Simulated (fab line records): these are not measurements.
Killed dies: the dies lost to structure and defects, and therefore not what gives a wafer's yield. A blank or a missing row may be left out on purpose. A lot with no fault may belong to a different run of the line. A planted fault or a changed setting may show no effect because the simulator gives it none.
fab line records    flow n5-finfet
[record] lots = 9  wafers = 27  last-day = 16
route steps=1938 shown HKMG_FIN@389 BEOL_M4@1111
lots untouched by any fault: they come from a run of this same line in which no faults occurred
start-h: hours from the record's opening day to when the first of the lot's shown wafers began    wait-h: how many hours have passed since the lot's step before this one    " identical to the entry in the row above    L1.1+2: several wafers, shown together as one row    - no value present, or no start provided    * or withheld: withheld    < > ~ a bound
route shown NAME@n: NAME is a module with steps in the file, n the number in the route of the first one    usual: mean/standard deviation of fault-free wafers    same: alike in all rows    chamber/n: place in a boat    sites: each site's reading    _std_site: their standard deviation    _edge_site: the outer-site mean with the inner-site mean subtracted    radius-mm: for every site, how far away it sits from the centre of the wafer    mask NAME#n: copy n    behind: the tool/chamber that last shaped the wafer    hold: why the lot was held/for how many hours/how that ended    device: names the non-switching transistor (n, p or np)    end of line: tests of these same wafers at the route's end    a step with no rows: only its recipe    killed: count of dies lost to structure and defects at first sort (not the wafer's yield)    map: per-die view of a wafer (x killed, . not killed, _ where there is no die)
set.NAME: setting as actually run; set.NAME@STEP: the setting as run at that earlier step    model.NAME: the simulator's own value behind a step, which no gauge read
one table for each step of the route and one row for each wafer, over a sample of lots
services: a tool's chamber out of use, with start hour (start-h, from the record's first day; less than 0 if before it), hours out, and reason
[[steps]]
[step N5_HKMG_FIN_ALD_75]
[recipe] material = Al2O3  target-thk-a = 10  temp-c = 150  ald-precursor-family = TMA  ald-co-reactant = H2O  pulse-time-s = withheld  co-reactant-pulse-time-s = 1
[usual] heater-power-outer-w = 77/9.7  heater-power-w = 146/18  precursor-pulse-height-rel = 0.996/0.021
lot.wafer  tool       chamber  start-h  wait-h  heater-power-outer-w  heater-power-w  precursor-pulse-height-rel
L518.1     ald-hk-03  2        84.72    0.0     92                    177             1.018
L518.5     "          0        "        "       70                    138             0.991
L518.6     "          1        "        "       74                    137             1.015
L519.2     ald-hk-03  3        86.86    0.0     83                    150             1.008
L519.5     "          2        "        "       95                    175             1.006
L519.6     "          1        "        "       75                    134             0.957
L520.1     ald-hk-01  0        95.15    0.0     85                    167             0.994
L520.3     "          1        "        "       60                    117             0.974
L520.6     "          3        "        "       79                    146             0.985
L523.2     ald-hk-01  0        111.52   0.0     83                    166             1.007
L523.5     "          3        "        "       78                    143             0.976
L523.6     "          0        "        "       84                    165             1.011
L527.3     ald-hk-02  3        138.36   0.0     80                    160             1.001
L527.5     "          2        "        "       86                    163             1.006
L527.6     "          3        "        "       79                    162             1.013
L531.2     ald-hk-02  2        162.13   0.0     86                    166             0.998
L531.4     "          0        "        "       71                    134             0.984
L531.6     "          0        "        "       71                    131             0.973
L532.2     ald-hk-01  1        169.41   0.0     59                    112             0.988
L532.3     "          0        "        "       81                    165             0.996
L532.5     "          2        "        "       62                    124             0.984
L534.1     ald-hk-03  3        180.62   0.0     86                    152             1.009
L534.2     "          2        "        "       93                    179             1.001
L534.5     "          3        "        "       83                    152             0.994
L536.1     ald-hk-02  3        189.95   0.0     79                    160             1.003
L536.3     "          0        "        "       72                    137             0.955
L536.5     "          3        "        "       79                    156             0.993
[step N5_HKMG_FIN_OVL_MEAS_50]
[recipe] points-per-wafer = 44
[usual] NDIPOLE_OVL = -0.1/0.75
lot.wafer  tool        chamber  start-h  wait-h  NDIPOLE_OVL[nm]
L518.1     overlay-02  0        85.22    0.0     0.3
L518.5     "           0        "        "       0.4
L518.6     "           0        "        "       -1.5
L519.2     overlay-01  0        87.24    0.0     0.0
L519.5     "           0        "        "       0.6
L519.6     "           0        "        "       -0.3
L520.1     overlay-01  0        95.65    0.0     -0.8
L520.3     "           0        "        "       -0.1
L520.6     "           0        "        "       1.2
L523.2     overlay-01  0        112.02   0.0     -1.5
L523.5     "           0        "        "       -1.7
L523.6     "           0        "        "       -1.7
L527.3     overlay-02  0        138.85   0.0     0.1
L527.5     "           0        "        "       0.1
L527.6     "           0        "        "       0.8
L531.2     overlay-01  0        162.63   0.0     0.7
L531.4     "           0        "        "       1.6
L531.6     "           0        "        "       0.7
L532.2     overlay-02  0        169.91   0.0     0.1
L532.3     "           0        "        "       0.8
L532.5     "           0        "        "       0.6
L534.1     overlay-02  0        181.12   0.0     0.1
L534.2     "           0        "        "       0.2
L534.5     "           0        "        "       -0.2
L536.1     overlay-01  0        190.45   0.0     -2.4
L536.3     "           0        "        "       -0.9
L536.5     "           0        "        "       -1.7
[step N5_HKMG_FIN_ETCH_54]
[recipe] chemistry = CF4  target = SiARC  target-depth-a = 455  mask-material = CAR-ArF  time-s = 75.8  ion-energy-ev = 80  pressure-mtorr = 40  source-w = 545  bias-w = 36  Ar_flow_sccm = 100  cf4-flow-sccm = 100  ends = cleared
[usual] drypump-motor-current-A = 5.8/0.44  etch-rf-on-time-s = 75.5/1.2  oes-product-au = 0.67/0.066  rf-fwd-power-W = 539.4/2.5  rf-vpp-V = 183.9/1.1  showerhead-plenum-p-Torr = 2.13/0.056  throttle-valve-pct = 15.59/0.25
lot.wafer  tool         chamber  start-h  wait-h  drypump-motor-current-A  etch-rf-on-time-s  oes-product-au  rf-fwd-power-W  rf-hours-counter-h  rf-vpp-V  showerhead-plenum-p-Torr  throttle-valve-pct
L518.1     rie-diel-01  1        85.31    0.0     6.0                      76.3               0.77            537.8           39                  183.6     2.18                      15.53
L518.5     "            2        "        "       6.4                      75.1               0.68            540.6           -                   183.7     2.16                      15.97
L518.6     "            1        "        "       6.0                      76.1               0.77            538.7           -                   184.2     2.18                      15.54
L519.2     rie-diel-03  3        87.42    0.0     5.2                      78.1               0.60            539.2           213                 186.2     2.21                      15.86
L519.5     "            2        "        "       6.0                      77.1               0.67            538.8           -                   184.8     2.16                      15.44
L519.6     "            3        "        "       5.2                      77.8               0.60            539.3           -                   184.5     2.21                      15.86
L520.1     rie-diel-04  1        95.81    0.0     5.6                      75.2               0.60            540.0           207                 185.1     2.20                      15.66
L520.3     "            0        "        "       5.7                      73.7               0.73            540.1           58                  182.0     2.08                      15.71
L520.6     "            1        "        "       5.6                      74.9               0.60            540.4           -                   184.0     2.20                      15.66
L523.2     rie-diel-04  0        112.20   0.0     5.7                      75.0               0.73            540.0           64                  183.8     2.08                      15.74
L523.5     "            2        "        "       5.0                      77.9               0.63            539.8           -                   184.6     2.06                      15.37
L523.6     "            3        "        "       6.2                      73.9               0.71            536.5           -                   183.6     2.08                      15.22
L527.3     rie-diel-04  2        139.07   0.0     4.9                      77.5               0.62            534.8           183                 182.1     2.05                      15.39
L527.5     "            2        "        "       5.0                      77.8               0.62            537.6           -                   182.3     2.05                      15.38
L527.6     "            1        "        "       5.6                      50.3               0.76            866.2           -                   157.4     2.20                      15.69
L531.2     rie-diel-03  1        162.72   0.0     5.8                      76.1               0.59            540.1           229                 184.1     2.12                      15.92
L531.4     "            0        "        "       6.1                      74.6               0.78            537.6           25                  182.3     2.10                      15.28
L531.6     "            1        "        "       5.8                      76.4               0.60            540.9           -                   183.9     2.12                      15.90
L532.2     rie-diel-03  0        170.00   0.0     6.1                      74.1               0.77            538.6           27                  183.5     2.10                      15.29
L532.3     "            1        "        "       5.8                      75.9               0.59            543.9           230                 184.5     2.12                      15.88
L532.5     "            3        "        "       5.2                      77.1               0.59            544.4           -                   184.3     2.20                      15.89
L534.1     rie-diel-01  0        181.48   0.0     5.6                      75.2               0.63            540.7           174                 184.6     2.14                      15.44
L534.2     "            1        "        "       5.9                      75.4               0.72            539.1           84                  185.0     2.17                      15.62
L534.5     "            1        "        "       6.0                      75.4               0.71            541.0           -                   184.9     2.17                      15.62
L536.1     rie-diel-01  2        190.54   0.0     6.4                      75.0               0.65            541.6           156                 183.2     2.14                      16.07
L536.3     "            0        "        "       5.7                      74.9               0.64            539.8           178                 183.9     2.14                      15.45
L536.5     "            2        "        "       6.4                      74.6               0.66            543.2           -                   183.7     2.14                      16.06
[step N5_HKMG_FIN_ETCH_55]
[recipe] chemistry = N2/H2  target = SOC  target-depth-a = 2400  temp-c = 40  time-s = 300  ion-energy-ev = 200  mask-material = SiARC  pressure-mtorr = 30  source-w = 840  bias-w = 150  n2-flow-sccm = 200  h2-flow-sccm = 200
[usual] drypump-motor-current-A = 5.8/0.45  oes-product-au = 0.78/0.078  rf-fwd-power-W = 837.9/2.6  rf-vpp-V = 523.4/2.2  showerhead-plenum-p-Torr = 2.53/0.07  throttle-valve-pct = 17.80/0.28
[same] time-s = 300
lot.wafer  tool         chamber  start-h  wait-h  drypump-motor-current-A  oes-product-au  rf-fwd-power-W  rf-hours-counter-h  rf-vpp-V  showerhead-plenum-p-Torr  throttle-valve-pct
L518.1     rie-diel-01  1        85.36    0.0     6.0                      0.90            841.6           39                  525.3     2.59                      17.82
L518.5     "            2        "        "       6.4                      0.81            840.2           -                   523.8     2.55                      18.15
L518.6     "            1        "        "       6.0                      0.91            836.7           -                   527.2     2.59                      17.82
L519.2     rie-diel-03  3        87.48    0.0     5.2                      0.70            840.1           213                 526.6     2.63                      18.12
L519.5     "            2        "        "       6.0                      0.79            833.7           -                   523.9     2.56                      17.50
L519.6     "            3        "        "       5.2                      0.69            837.4           -                   526.3     2.63                      18.11
L520.1     rie-diel-04  1        95.86    0.0     5.6                      0.71            842.1           207                 527.1     2.62                      17.89
L520.3     "            0        "        "       5.7                      0.86            839.1           58                  523.1     2.47                      18.05
L520.6     "            1        "        "       5.6                      0.70            843.5           -                   525.3     2.62                      17.89
L523.2     rie-diel-04  0        112.25   0.0     5.7                      0.86            839.4           64                  521.6     2.47                      18.05
L523.5     "            2        "        "       5.0                      0.73            838.4           -                   522.8     2.43                      17.55
L523.6     "            3        "        "       6.2                      0.84            835.0           -                   521.6     2.47                      17.37
L527.3     rie-diel-04  2        139.12   0.0     4.9                      0.72            836.0           183                 520.1     2.43                      17.57
L527.5     "            2        "        "       4.9                      0.72            833.6           -                   519.9     2.43                      17.56
L527.6     "            1        "        "       5.6                      0.69            833.4           -                   525.6     2.62                      17.92
L531.2     rie-diel-03  1        162.77   0.0     5.8                      0.69            837.3           229                 523.3     2.50                      18.04
L531.4     "            0        "        "       6.1                      0.91            839.4           25                  522.8     2.50                      17.58
L531.6     "            1        "        "       5.9                      0.69            836.9           -                   524.5     2.50                      18.05
L532.2     rie-diel-03  0        170.06   0.0     6.1                      0.91            840.7           27                  520.8     2.49                      17.58
L532.3     "            1        "        "       5.9                      0.69            841.2           230                 523.4     2.50                      18.03
L532.5     "            3        "        "       5.2                      0.68            837.8           -                   525.4     2.62                      18.15
L534.1     rie-diel-01  0        181.53   0.0     5.7                      0.74            838.3           174                 523.1     2.53                      17.51
L534.2     "            1        "        "       6.0                      0.85            835.2           84                  525.0     2.57                      17.89
L534.5     "            1        "        "       6.0                      0.85            835.3           -                   525.9     2.57                      17.88
L536.1     rie-diel-01  2        190.60   0.0     6.4                      0.76            841.4           156                 523.6     2.53                      18.24
L536.3     "            0        "        "       5.7                      0.75            838.3           178                 524.1     2.53                      17.55
L536.5     "            2        "        "       6.5                      0.77            840.1           -                   523.6     2.53                      18.23
[step N5_BEOL_M4_RC_MEAS_101]
[usual] DIBL_N = 35.7/1.3  DIBL_P = 36.0/1.6  IOFF_N = 0.154/0.025  IOFF_P = 0.21/0.034  ION_N = 675/9.7  ION_P = 465/7.4  SS_N = 71.3/0.55  SS_P = 73.1/0.52  VT_N = 250/3  VT_P = -249/3.6
lot.wafer  tool       chamber  start-h  wait-h  DIBL_N[mV/V]  DIBL_P[mV/V]  IOFF_N[nA/um]  IOFF_P[nA/um]  ION_N[uA/um]  ION_P[uA/um]  SS_N[mV/dec]  SS_P[mV/dec]  VT_N[mV]  VT_P[mV]
L518.1     prober-02  0        180.97   0.0     36.9          37.2          0.169          0.21           677           463           71.0          74.0          245       -251
L518.5     "          0        "        "       35.7          36.3          0.149          0.19           678           464           71.1          72.9          250       -253
L518.6     "          0        "        "       36.6          36.6          0.161          0.20           678           460           71.0          73.4          247       -251
L520.1     prober-02  0        182.81   0.0     35.0          35.1          0.139          0.21           682           471           71.7          72.5          250       -248
L520.3     "          0        "        "       37.3          38.5          0.175          0.26           674           465           72.3          74.1          250       -245
L520.6     "          0        "        "       36.0          36.1          0.154          0.22           671           460           72.0          72.7          251       -248
L519.2     prober-02  0        185.11   0.2     34.7          34.7          0.117          0.17           668           456           71.3          72.9          255       -254
L519.5     "          0        "        "       37.3          37.5          0.156          0.21           659           457           71.9          73.2          252       -250
L519.6     "          0        "        "       33.3          33.1          0.097          0.16           645           457           71.0          72.3          259       -254
L523.2     prober-01  0        214.44   0.2     34.2          34.8          0.125          0.21           667           469           71.0          72.6          251       -248
L523.5     "          0        "        "       35.7          36.5          0.151          0.23           676           465           71.8          73.2          251       -247
L523.6     "          0        "        "       34.2          35.4          0.129          0.21           662           465           71.3          72.9          254       -247
L527.3     prober-02  0        238.93   0.3     35.9          37.3          0.176          0.24           674           465           72.0          73.6          244       -248
L527.5     "          0        "        "       34.9          35.9          0.155          0.21           676           472           71.5          73.7          248       -252
L527.6     "          0        "        "       35.0          35.3          0.148          0.20           672           462           72.2          73.0          250       -246
L531.2     prober-02  0        270.21   0.2     33.4          33.0          0.112          0.17           668           469           70.9          73.2          256       -252
L531.4     "          0        "        "       34.0          33.0          0.117          0.16           665           460           70.6          72.9          253       -253
L531.6     "          0        "        "       34.2          33.6          0.121          0.17           664           456           70.5          73.1          253       -255
L532.2     prober-01  0        270.96   0.2     36.2          37.7          0.176          0.23           683           464           71.5          73.4          246       -247
L532.3     "          0        "        "       34.1          35.5          0.140          0.20           684           473           71.0          73.2          249       -249
L532.5     "          0        "        "       34.1          35.8          0.139          0.20           678           469           71.4          73.7          248       -247
L534.1     prober-02  0        274.05   0.0     37.0          38.2          0.190          0.27           680           468           71.3          73.7          247       -244
L534.2     "          0        "        "       35.8          36.5          0.169          0.25           686           471           71.2          73.7          247       -244
L534.5     "          0        "        "       35.2          35.7          0.152          0.23           666           465           71.1          73.1          248       -246
L536.1     prober-02  0        294.92   0.0     35.4          35.9          0.163          0.22           693           468           71.5          73.4          246       -249
L536.3     "          0        "        "       34.2          33.1          0.129          0.19           667           460           71.2          72.6          252       -250
L536.5     "          0        "        "       34.8          33.6          0.144          0.19           674           466           71.2          71.9          248       -250
[[services]]
tool         chamber  start-h  hours  kind
rie-diel-01  3        104.27   -      clean
rie-diel-01  3        104.27   -      consumable-replace:focus-ring
rie-diel-01  3        104.27   -      consumable-replace:showerhead
rie-diel-01  3        104.27   16.1   scheduled-down
rie-diel-01  3        104.27   16.1   vent-cycle
rie-diel-03  -        109.52   28.1   pm
ald-hk-03    -        116.97   1.1    repair
ald-hk-03    -        122.83   0.3    repair
rie-diel-01  0        143.31   8.5    repair
rie-diel-01  3        144.31   29.9   repair
rie-diel-03  2        156.59   4.1    repair
ald-hk-02    -        156.86   1.3    repair
rie-diel-01  3        179.40   9.7    repair
rie-diel-01  3        189.25   4.4    repair
[[key]]
[first-sign] step = N5_HKMG_FIN_ETCH_54  reading = rf-fwd-power-W  direction = up  sigmas = 99+  usual = *  struck = *
[effect] step = N5_HKMG_FIN_ETCH_54  reading = rf-vpp-V  direction = down  sigmas = 25  usual = 183.9  struck = 157.4
met-at N5_HKMG_FIN_ETCH_54
struck-lots L527
struck-wafers L527.6
not-acting-at N5_HKMG_FIN_ALD_75,N5_HKMG_FIN_OVL_MEAS_50,N5_HKMG_FIN_ETCH_55
onset-between 95.81 139.07
[fault] kind = process-parameter-drift  tool = rie-diel-04  chamber = 1  onset-h = 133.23  steps = N5_HKMG_FIN_ETCH_54  channel = source-w  offset = 327  shape = step  end-h = 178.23  acts-in = these-recipes-only  stated = 545
